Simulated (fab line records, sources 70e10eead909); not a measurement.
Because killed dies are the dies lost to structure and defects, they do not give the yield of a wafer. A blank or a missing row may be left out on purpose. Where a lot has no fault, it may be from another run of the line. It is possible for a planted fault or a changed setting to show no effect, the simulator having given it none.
Matching of chambers	flow nand harc	pecvd-04 running NHARC_A_CONTACT_DEP_85: 3 sister chambers
The step deposits SiON, target thk 50 nm. 3 wafers are shown with their chamber, then 7 later ones without.

## WAFERS, EACH WITH ITS CHAMBER
wafer	chamber	heater power w (W)
L080.5	0	708
L080.6	2	556
L084.4	1	699

## WAFERS WHOSE CHAMBER IS MISSING
wafer	heater power w (W)
L084.6	524
L089.3	686
L089.4	588
L089.6	685
L087.1	684
L087.4	569
L087.6	683

## CHAMBER TAKEN BY EACH
wafer	from the rows above	in truth
L084.6	2	2
L089.3	can't be placed: 1 or 0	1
L089.4	2	2
L089.6	can't be placed: 1 or 0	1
L087.1	can't be placed: 1 or 0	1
L087.4	2	2
L087.6	can't be placed: 1 or 0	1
Correct placement for 3 of the 7. Not placeable from these rows: 4 (in 4, the candidates include the true chamber). 0 placed wrongly.
How it was worked out, from the rows above alone: a wafer's distance from a chamber is the root of the sum, over the readings, of the square of ((its reading less the chamber's mean) divided by the reading's scatter). The wafer belongs to the nearest chamber; if the next one is less than 2 further off, it can't be placed. A chamber's mean is the mean of its shown wafers. The scatter: with one shown wafer a chamber, the root of the mean of the squares of how far each hidden wafer lies from its nearest shown one.
